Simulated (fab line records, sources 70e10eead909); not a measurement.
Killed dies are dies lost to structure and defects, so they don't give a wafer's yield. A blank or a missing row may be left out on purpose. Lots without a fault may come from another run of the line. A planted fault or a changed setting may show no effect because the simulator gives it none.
fab line records | flow nand_harc | part 1 of 2: steps 1 to 27 of 41
record lots=5 wafers=15 last_day=33
route steps=1302 shown P_GATE@127
lots that met no fault: from a run of the same line without faults
start_h: hours from the record's first day to the start of the lot's first wafer shown | wait_h: hours since the lot's step before | " the same as in the row above | L1.1+2: a row that stands for several wafers | - no value, or no start given | * or withheld: withheld | < > ~ a bound
route shown NAME@n: a module of which the file shows steps, and the number in the route of the first | usual: mean/standard deviation of fault-free wafers | same: alike in all rows | chamber/n: place in a boat | sites: the reading at each site | _std_site: their standard deviation | _edge_site: outer sites' mean less inner sites' | radius_mm: how far each site lies from the wafer's centre | mask NAME#n: copy n | behind: the tool/chamber that last shaped the wafer | hold: why the lot was held/for how many hours/how that ended | device: the transistor (n, p or np) that didn't switch | end of line: the same wafers' tests at the end of the route | a step without rows: its recipe alone | killed: dies lost to structure and defects at the first sort, not the wafer's yield | map: a wafer's dies, x killed, . not, _ none there
set.NAME: the setting as run; set.NAME@STEP: as run at that earlier step | model.NAME: the simulator's own value behind a step, which no gauge read
lots at some steps of the route; a table a step, a row a wafer
services: from which hour (start_h, from the record's first day; less than 0 if before it) a tool's chamber was out of use, for how many hours, and why
## steps
# step NHARC_P_GATE_PRECLEAN_71
# recipe time_s=* temp_c=50 bath_age_min=0 chemistry=SC1
# columns lot.wafer tool chamber start_h wait_h
L075.1+4+5 wet_bench-04 6,7,0 - -
L077.6+3+4 wet_bench-06 0,1,2 - -
L079.5+6+2 wet_bench-04 2,4,5 - -
L080.2+6+4 wet_bench-03 1,2,4 - -
L097.4+2+6 wet_bench-03 0,1,4 - -
# step NHARC_P_GATE_SRD_72
# columns lot.wafer tool chamber start_h wait_h
L075.1+4+5 wet_bench-04 6,7,0 - -
L077.6+3+4 wet_bench-06 0,1,2 - -
L079.5+6+2 wet_bench-04 2,4,5 - -
L080.2+6+4 wet_bench-03 1,2,4 - -
L097.4+2+6 wet_bench-03 0,1,4 - -
# step NHARC_P_GATE_OXIDE_16
# recipe target_thk_a=30 temp_c=875 ox_time_s=392 material=SiO2
# columns lot.wafer tool chamber start_h wait_h
L075.1+4+5 furnace-02 0 94.73 -
L077.3+4+6 furnace-06 0 120.14 -
L079.2+5+6 furnace-06 0 134.95 -
L080.2+4+6 furnace-06 0 150.02 -
L097.2+4+6 furnace-02 0 316.30 -
# step NHARC_P_GATE_CVD_17
# recipe target_thk_a=1500 temp_c=620 time_s=900 material=poly-Si
# columns lot.wafer tool chamber start_h wait_h
L075.1+4+5 lpcvd_poly-03 0 100.84 2.6
L077.3+4+6 lpcvd_poly-02 0 126.37 2.7
L079.2+5+6 lpcvd_poly-03 0 141.00 2.6
L080.2+4+6 lpcvd_poly-03 0 156.10 2.5
L097.2+4+6 lpcvd_poly-02 0 322.47 2.7
# step NHARC_P_GATE_HM_DEP_102
# recipe target_thk_a=1200 temp_c=400 material=aC
# usual throttle_valve_pct=34.999/0.0095
# columns lot.wafer tool chamber start_h wait_h throttle_valve_pct
L075.1 acl_dep-03 0 103.42 0.4 34.995
L075.4 " 0 " " 35.003
L075.5 " 0 " " 34.996
L077.3 acl_dep-02 0 129.67 1.1 34.997
L077.4 " 0 " " 34.985
L077.6 " 0 " " 34.985
L079.2 acl_dep-01 0 144.11 0.8 34.985
L079.5 " 0 " " 34.998
L079.6 " 0 " " 35.020
L080.2 acl_dep-01 0 158.83 0.5 35.004
L080.4 " 0 " " 35.016
L080.6 " 0 " " 34.989
L097.2 acl_dep-02 0 325.18 0.5 35.003
L097.4 " 0 " " 35.008
L097.6 " 0 " " 34.996
# step NHARC_P_GATE_DEP_103
# recipe target_thk_a=300 target_thk_nm=30 temp_c=400 flow_sccm=200 rf_w=350 material=SiON
# usual heater_power_w=698/92
# columns lot.wafer tool chamber start_h wait_h heater_power_w since_wet_clean_h
L075.1 pecvd-03 1 104.13 0.6 677 87
L075.4 " 1 " " 672 -
L075.5 " 1 " " 666 -
L077.3 pecvd-04 2 130.19 0.4 825 29
L077.4 " 0 " " 591 -
L077.6 " 1 " " 805 -
L079.2 pecvd-04 2 144.74 0.5 755 43
L079.6 " 0 " " 671 -
L079.5 " 2 " " 773 -
L080.2 pecvd-02 2 159.42 0.5 699 100
L080.6 " 1 " " 658 -
L080.4 " 2 " " 673 -
L097.2 pecvd-04 2 325.77 0.5 790 43
L097.4 " 1 " " 855 -
L097.6 " 2 " " 798 -
# step NHARC_P_GATE_DEHYDRATE_18
# recipe temp_c=150 time_s=120
# columns lot.wafer tool chamber start_h wait_h
L075.1+4+5 litho_track-01 0 104.45 0.3
L077.3+4+6 litho_track-01 0 130.40 0.2
L079.2+5+6 litho_track-06 0 144.95 0.2
L080.2+4+6 litho_track-04 0 159.66 0.2
L097.2+4+6 litho_track-04 0 326.02 0.2
# step NHARC_P_GATE_HMDS_19
# recipe time_s=30
# columns lot.wafer tool chamber start_h wait_h
L075.1+4+5 litho_track-01 0 - -
L077.3+4+6 litho_track-01 0 - -
L079.2+5+6 litho_track-06 0 - -
L080.2+4+6 litho_track-04 0 - -
L097.2+4+6 litho_track-04 0 - -
# step NHARC_P_GATE_COAT_20
# recipe spin_rpm=1500 resist_thk_nm=90
# columns lot.wafer tool chamber start_h wait_h
L075.1+4+5 litho_track-01 0 - -
L077.3+4+6 litho_track-01 0 - -
L079.2+5+6 litho_track-06 0 - -
L080.2+4+6 litho_track-04 0 - -
L097.2+4+6 litho_track-04 0 - -
# step NHARC_P_GATE_SOFTBAKE_21
# recipe temp_c=105 time_s=55
# columns lot.wafer tool chamber start_h wait_h
L075.1+4+5 litho_track-01 0 - -
L077.3+4+6 litho_track-01 0 - -
L079.2+5+6 litho_track-06 0 - -
L080.2+4+6 litho_track-04 0 - -
L097.2+4+6 litho_track-04 0 - -
# step NHARC_P_GATE_EBR_22
# columns lot.wafer tool chamber start_h wait_h
L075.1+4+5 litho_track-01 0 - -
L077.3+4+6 litho_track-01 0 - -
L079.2+5+6 litho_track-06 0 - -
L080.2+4+6 litho_track-04 0 - -
L097.2+4+6 litho_track-04 0 - -
# step NHARC_P_GATE_EXPOSE_23
# recipe na=1.35 target_cd_nm=120 dose_mj=93.91 mask_id=P_GATE
# columns lot.wafer tool chamber start_h wait_h mask
L075.1+4+5 arfi_scanner-02 0 104.71 - P_GATE#0
L077.3+4+6 arfi_scanner-01 0 130.68 - P_GATE#0
L079.2+5+6 arfi_scanner-02 0 145.23 - P_GATE#0
L080.2+4+6 arfi_scanner-03 0 159.93 - P_GATE#0
L097.2+4+6 arfi_scanner-02 0 326.29 - P_GATE#0
# step NHARC_P_GATE_PEB_24
# recipe peb_temp_c=100 peb_time_s=65
# columns lot.wafer tool chamber start_h wait_h
L075.1+4+5 litho_track-06 0 104.78 0.1
L077.3+4+6 litho_track-06 0 130.73 0.0
L079.2+5+6 litho_track-04 0 145.28 0.1
L080.2+4+6 litho_track-04 0 159.99 0.1
L097.2+4+6 litho_track-01 0 326.35 0.1
# step NHARC_P_GATE_DEVELOP_25
# recipe develop_time_s=35 dev_temp_c=23
# columns lot.wafer tool chamber start_h wait_h
L075.1+4+5 litho_track-06 0 - -
L077.3+4+6 litho_track-06 0 - -
L079.2+5+6 litho_track-04 0 - -
L080.2+4+6 litho_track-04 0 - -
L097.2+4+6 litho_track-01 0 - -
# step NHARC_P_GATE_CD_MEAS_26
# recipe target_cd_nm=120 landing_energy_ev=500
# usual cd_nm=119.8/0.45
# columns lot.wafer tool chamber start_h wait_h cd_nm
L075.1 cd_sem-02 0 104.86 - 119.7
L075.4 " 0 " " 119.5
L075.5 " 0 " " 119.5
L077.3 cd_sem-02 0 130.81 - 120.0
L077.4 " 0 " " 120.2
L077.6 " 0 " " 120.0
L079.2 cd_sem-03 0 145.36 - 120.0
L079.5 " 0 " " 119.9
L079.6 " 0 " " 119.9
L080.2 cd_sem-03 0 160.08 - 119.3
L080.4 " 0 " " 120.0
L080.6 " 0 " " 120.0
L097.2 cd_sem-02 0 326.43 - 119.9
L097.4 " 0 " " 120.3
L097.6 " 0 " " 120.1
# step NHARC_P_GATE_OVL_MEAS_27
# usual overlay_x_nm=0.0/0.77 overlay_y_nm=-0.1/0.86
# columns lot.wafer tool chamber start_h wait_h overlay_x_nm overlay_y_nm
L075.1 overlay-01 - 104.95 - 0.8 1.9
L075.4 " - " " 0.6 1.6
L075.5 " - " " 0.6 1.1
L077.3 overlay-02 - 130.90 - -0.3 0.0
L077.4 " - " " 0.2 0.6
L077.6 " - " " 0.4 0.6
L079.2 overlay-02 - 145.45 - -1.4 0.7
L079.5 " - " " -1.2 0.5
L079.6 " - " " -1.4 0.7
L080.2 overlay-02 - 160.16 - -1.0 0.1
L080.4 " - " " -1.4 -0.2
L080.6 " - " " -1.1 0.3
L097.2 overlay-01 - 326.51 - 0.5 -1.5
L097.4 " - " " -0.3 -0.9
L097.6 " - " " 0.6 -1.3
# step NHARC_P_GATE_INSPECT_28
# usual raw_defect_count=7/3
# columns lot.wafer tool chamber start_h wait_h raw_defect_count
L075.1 defect_inspect-02 - 104.99 0.0 5
L075.4 " - " " 7
L075.5 " - " " 6
L077.3 defect_inspect-02 - 130.94 0.0 10
L077.4 " - " " 11
L077.6 " - " " 11
L079.2 defect_inspect-01 - 145.49 0.0 3
L079.5 " - " " 4
L079.6 " - " " 6
L080.2 defect_inspect-02 - 160.20 0.0 9
L080.4 " - " " 7
L080.6 " - " " 4
L097.2 defect_inspect-01 - 326.55 0.0 6
L097.4 " - " " 11
L097.6 " - " " 8
# step NHARC_P_GATE_DESCUM_31
# recipe time_s=3 o2_flow_sccm=200 ar_flow_sccm=0 bias_power_w=0 chemistry=O2
# usual drypump_motor_current_A=5.8/0.53 oes_product_au=1.002/0.0072 rf_vpp_V=57.9/0.73 showerhead_plenum_p_Torr=1.95/0.083 throttle_valve_pct=11.311/0.0095
# columns lot.wafer tool chamber start_h wait_h drypump_motor_current_A oes_product_au rf_hours_counter_h rf_vpp_V showerhead_plenum_p_Torr throttle_valve_pct
L075.4 rie_diel-09 2 105.05 0.1 6.2 0.996 4.9 56.9 1.92 11.311
L075.1 " 0 " " 5.7 0.997 8.5 58.5 2.06 11.303
L075.5 " 2 " " 6.1 0.999 - 57.1 1.92 11.305
L077.4 rie_diel-01 3 131.00 0.1 6.5 1.001 5.2 58.0 1.91 11.312
L077.3 " 0 " " 5.0 1.008 5.4 57.8 2.03 11.308
L077.6 " 2 " " 5.3 1.018 - 56.3 1.90 11.299
L079.2 rie_diel-12 2 145.57 0.1 5.8 1.004 2.8 58.5 1.95 11.320
L079.5 " 3 " " 6.2 0.996 - 59.0 1.90 11.318
L079.6 " 0 " " 5.1 1.008 - 57.0 1.79 11.305
L080.4 rie_diel-01 3 160.27 0.1 6.5 1.010 7.1 57.8 1.91 11.304
L080.2 " 1 " " 5.4 0.999 7.2 57.0 2.05 11.319
L080.6 " 3 " " 6.5 1.002 - 58.3 1.91 11.302
L097.2 rie_diel-01 2 326.62 0.1 5.3 1.005 6.8 57.8 1.90 11.317
L097.4 " 0 " " 5.0 0.999 7.7 57.7 2.02 11.323
L097.6 " 2 " " 5.3 0.998 - 57.9 1.90 11.313
# step NHARC_P_GATE_ETCH_104
# recipe target_depth_a=600 time_s=withheld cf4_flow_sccm=100 chf3_flow_sccm=30 ar_flow_sccm=0 rf_w=500 bias_w=200 chemistry=CF4/CHF3
# usual bias_w=199.9/0.65 drypump_motor_current_A=5.8/0.53 oes_product_au=0.957/0.023 rf_vpp_V=371.5/2.3 showerhead_plenum_p_Torr=1.60/0.065 throttle_valve_pct=16.803/0.01
# columns lot.wafer tool chamber start_h wait_h bias_w drypump_motor_current_A oes_product_au rf_vpp_V showerhead_plenum_p_Torr throttle_valve_pct
L075.4 rie_diel-09 2 105.14 0.1 200.2 6.2 0.952 372.0 1.58 16.814
L075.1 " 1 " " 199.6 6.7 0.979 368.4 1.52 16.799
L075.5 " 2 " " 199.5 6.1 0.952 369.4 1.58 16.814
L077.3 rie_diel-01 0 131.08 0.1 199.7 5.0 0.973 374.3 1.66 16.797
L077.4 " 2 " " 200.6 5.3 0.965 371.0 1.56 16.795
L077.6 " 1 " " 200.4 5.4 0.975 373.7 1.68 16.804
L079.2 rie_diel-12 2 145.63 0.1 198.2 5.8 0.980 372.6 1.60 16.799
L079.6 " 2 " " 199.5 5.8 0.986 372.7 1.60 16.785
L079.5 " 3 " " 200.8 6.2 0.952 370.4 1.57 16.798
L080.2 rie_diel-01 3 160.34 0.1 199.7 6.4 0.933 371.1 1.57 16.791
L080.4 " 2 " " 199.8 5.3 0.928 370.8 1.56 16.775
L080.6 " 0 " " 200.0 5.0 0.931 373.6 1.66 16.813
L097.2 rie_diel-01 3 326.70 0.1 200.8 6.5 0.987 371.0 1.57 16.815
L097.4 " 2 " " 200.5 5.3 0.961 368.7 1.56 16.805
L097.6 " 3 " " 201.1 6.5 0.987 371.9 1.57 16.811
# step NHARC_P_GATE_HM_OPEN_105
# recipe target_depth_a=3600 o2_flow_sccm=400 cos_flow_sccm=20 ar_flow_sccm=0 rf_w=500 bias_w=300 chemistry=O2/COS
# usual bias_w=300.0/0.92 drypump_motor_current_A=5.8/0.53 oes_product_au=1.002/0.007 rf_vpp_V=468.3/2.8 showerhead_plenum_p_Torr=3.18/0.13 throttle_valve_pct=28.331/0.0091
# columns lot.wafer tool chamber start_h wait_h bias_w drypump_motor_current_A oes_product_au rf_hours_counter_h rf_vpp_V showerhead_plenum_p_Torr throttle_valve_pct
L075.1 rie_diel-09 3 - - 299.9 6.3 1.013 8.3 472.2 3.30 28.307
L075.4 " 2 " " 298.9 6.2 0.999 5.0 467.0 3.14 28.344
L075.5 " 0 " " 299.8 5.7 1.000 - 472.6 3.35 28.317
L077.4 rie_diel-01 3 - - 300.0 6.5 1.011 5.3 467.2 3.12 28.327
L077.3 " 2 " " 300.1 5.3 1.004 5.3 466.9 3.10 28.338
L077.6 " 3 " " 300.4 6.5 1.006 - 466.8 3.12 28.323
L079.2 rie_diel-12 1 - - 299.5 5.4 1.000 3.5 466.8 3.12 28.326
L079.5 " 0 " " 298.8 5.1 0.998 - 462.3 2.93 28.324
L079.6 " 1 " " 300.0 5.4 1.003 - 465.4 3.12 28.324
L080.4 rie_diel-01 2 - - 300.4 5.3 1.011 6.9 468.5 3.10 28.323
L080.2 " 3 " " 299.0 6.5 0.999 7.1 468.3 3.12 28.334
L080.6 " 2 " " 300.6 5.3 1.015 - 466.5 3.10 28.315
L097.2 rie_diel-01 1 - - 300.7 5.4 1.008 7.7 471.4 3.33 28.339
L097.4 " 0 " " 297.9 5.0 0.990 7.7 470.9 3.29 28.329
L097.6 " 2 " " 300.4 5.3 1.007 - 467.5 3.10 28.330
# step NHARC_P_GATE_STRIP_106
# recipe o2_flow_sccm=400 cos_flow_sccm=20 ar_flow_sccm=0 bias_w=0 chemistry=O2/COS
# columns lot.wafer tool chamber start_h wait_h
L075.1+4+5 rie_diel-09 2,3,1 - -
L077.3+4+6 rie_diel-01 1,3,1 - -
L079.2+6+5 rie_diel-12 1,2,3 - -
L080.4+2+6 rie_diel-01 3,1,0 - -
L097.2+4+6 rie_diel-01 3,0,3 - -
# step NHARC_P_GATE_ETCH_114
# recipe target_depth_a=300 overetch_a=30 time_s=16.5 ion_energy_ev=100 cf4_flow_sccm=80 o2_flow_sccm=20 ar_flow_sccm=0 rf_w=300 bias_w=100 chemistry=CF4/O2
# usual bias_w=99.94/0.3 drypump_motor_current_A=5.8/0.53 oes_product_au=1.002/0.007 rf_vpp_V=198.3/1.4 showerhead_plenum_p_Torr=1.36/0.056 throttle_valve_pct=13.397/0.0089
# columns lot.wafer tool chamber start_h wait_h bias_w drypump_motor_current_A oes_product_au rf_hours_counter_h rf_vpp_V showerhead_plenum_p_Torr throttle_valve_pct
L075.4 rie_diel-09 2 - - 99.66 6.2 0.986 5.0 198.5 1.34 13.378
L075.1 " 1 " " 100.64 6.6 0.992 8.5 194.7 1.29 13.416
L075.5 " 3 " " 99.64 6.2 1.007 - 198.0 1.41 13.405
L077.4 rie_diel-01 3 - - 99.86 6.5 1.002 5.3 198.3 1.34 13.403
L077.3 " 0 " " 100.16 5.0 0.997 5.5 200.4 1.41 13.395
L077.6 " 3 " " 100.27 6.5 1.008 - 199.0 1.34 13.396
L079.2 rie_diel-12 1 - - 99.55 5.4 1.012 3.6 196.9 1.33 13.409
L079.5 " 2 " " 99.89 5.8 1.003 - 198.6 1.36 13.405
L079.6 " 3 " " 99.51 6.2 1.000 - 198.0 1.33 13.388
L080.2 rie_diel-01 1 - - 99.87 5.4 1.005 7.3 199.9 1.43 13.397
L080.4 " 0 " " 100.03 5.0 0.994 7.5 199.2 1.41 13.395
L080.6 " 2 " " 99.39 5.3 1.008 - 197.7 1.33 13.395
L097.4 rie_diel-01 2 - - 99.88 5.3 0.994 6.8 196.9 1.32 13.410
L097.2 " 3 " " 99.85 6.5 1.003 7.8 197.1 1.33 13.396
L097.6 " 3 " " 99.28 6.5 0.993 - 197.2 1.33 13.404
# step NHARC_P_GATE_ETCH_32
# recipe target_depth_a=1500 over_etch_frac=1 over_etch_ion_energy_ev=40 time_s=100.1 hbr_flow_sccm=150 cl2_flow_sccm=50 rf_w=400 icp_w=400 bias_w=100 chemistry=HBr/Cl2
# usual bias_w=100.0/0.31 drypump_motor_current_A=6.0/0.47 hbr_flow_sccm=149.9/0.43 oes_product_au=0.998/0.0076 throttle_valve_pct=26.406/0.0088
# same over_etch_frac=1
# columns lot.wafer tool chamber start_h wait_h bias_w drypump_motor_current_A hbr_flow_sccm oes_product_au rf_hours_counter_h throttle_valve_pct
L075.4 rie_si-04 2 105.54 - 100.0 6.6 149.1 1.008 0.8 26.405
L075.1 " 3 " " 100.2 6.3 149.4 1.000 0.7 26.409
L075.5 " 1 " " 100.3 6.5 149.7 0.998 - 26.414
L077.4 rie_si-04 2 131.51 - 100.1 6.7 150.7 0.995 0.9 26.403
L077.3 " 1 " " 100.2 6.5 150.3 0.994 0.8 26.409
L077.6 " 3 " " 100.0 6.3 149.9 1.000 - 26.423
L079.2 rie_si-02 0 146.05 - 99.9 5.6 149.4 0.999 0.2 26.410
L079.5 " 1 " " 99.5 6.0 150.4 0.994 - 26.410
L079.6 " 2 " " 100.3 5.1 150.3 0.991 - 26.408
L080.2 rie_si-05 3 160.72 - 100.3 5.6 150.3 0.992 0.1 26.391
L080.4 " 3 " " 100.3 5.6 149.6 0.991 - 26.414
L080.6 " 0 " " 99.7 6.6 150.4 1.001 - 26.404
L097.2 rie_si-02 1 327.08 - 100.1 6.0 149.8 1.002 0.2 26.398
L097.4 " 0 " " 100.0 5.6 150.8 0.996 0.3 26.403
L097.6 " 2 " " 99.9 5.1 149.8 0.990 - 26.404
# step NHARC_P_GATE_STRIP_108
# recipe o2_flow_sccm=500 ar_flow_sccm=0 bias_w=0 chemistry=O2
# usual drypump_motor_current_A=5.8/0.54 oes_product_au=1.002/0.0071 rf_vpp_V=57.8/0.87 showerhead_plenum_p_Torr=3.56/0.13 throttle_valve_pct=17.037/0.01
# same bias_w=0
# columns lot.wafer tool chamber start_h wait_h drypump_motor_current_A oes_product_au rf_hours_counter_h rf_vpp_V showerhead_plenum_p_Torr throttle_valve_pct
L075.4 rie_diel-12 2 105.67 - 5.8 1.003 0.1 58.2 3.59 17.030
L075.1 " 1 " " 5.4 1.000 0.1 58.0 3.53 17.055
L075.5 " 2 " " 5.8 1.007 - 58.6 3.59 17.023
L077.4 rie_diel-01 2 131.67 - 5.3 1.008 5.4 56.8 3.51 17.044
L077.3 " 3 " " 6.5 1.014 5.3 57.5 3.53 17.037
L077.6 " 3 " " 6.5 0.997 - 57.6 3.53 17.045
L079.2 rie_diel-12 2 146.21 - 5.8 0.999 2.8 58.1 3.59 17.046
L079.5 " 3 " " 6.2 0.990 - 57.7 3.51 17.022
L079.6 " 0 " " 5.1 0.984 - 57.3 3.31 17.057
L080.4 rie_diel-12 1 160.91 - 5.4 1.006 4.7 58.1 3.53 17.052
L080.2 " 2 " " 5.8 1.004 3.5 58.6 3.59 17.030
L080.6 " 2 " " 5.7 1.007 - 58.3 3.59 17.029
L097.2 rie_diel-01 1 327.23 - 5.4 1.000 7.8 60.7 3.76 17.035
L097.4 " 2 " " 5.3 1.000 6.8 57.3 3.50 17.037
L097.6 " 1 " " 5.4 1.002 - 58.4 3.76 17.044
# step NHARC_P_GATE_CD_MEAS_33
# usual cd_nm=119.5/1.7
# columns lot.wafer tool chamber start_h wait_h cd_nm
L075.1 cd_sem-03 - 105.85 - 120.2
L075.4 " - " " 119.8
L075.5 " - " " 117.8
L077.3 cd_sem-01 - 131.84 - 120.4
L077.4 " - " " 120.7
L077.6 " - " " 121.9
L079.2 cd_sem-03 - 146.34 - 121.4
L079.5 " - " " 118.9
L079.6 " - " " 120.7
L080.2 cd_sem-03 - 161.08 - 119.8
L080.4 " - " " 121.5
L080.6 " - " " 118.4
L097.2 cd_sem-03 - 327.41 - 120.9
L097.4 " - " " 119.5
L097.6 " - " " 119.7
# step NHARC_P_GATE_STRIP_35
# recipe time_s=600 temp_c=130 chemistry=SPM
# columns lot.wafer tool chamber start_h wait_h
L075.4+1+5 wet_bench-06 7,0,2 105.95 0.1
L077.6+3+4 wet_bench-03 7,1,2 131.92 0.1
L079.2+6+5 wet_bench-06 2,3,5 146.44 0.1
L080.6+4+2 wet_bench-06 1,2,5 161.16 0.1
L097.2+6+4 wet_bench-06 2,3,4 327.50 0.1
# step NHARC_P_GATE_PRECLEAN_73
# recipe time_s=* temp_c=50 bath_age_min=0 chemistry=SC1
# columns lot.wafer tool chamber start_h wait_h
L075.4+1+5 wet_bench-06 7,0,2 - -
L077.6+3+4 wet_bench-03 7,1,2 - -
L079.2+6+5 wet_bench-06 2,3,5 - -
L080.6+4+2 wet_bench-06 1,2,5 - -
L097.2+6+4 wet_bench-06 2,3,4 - -
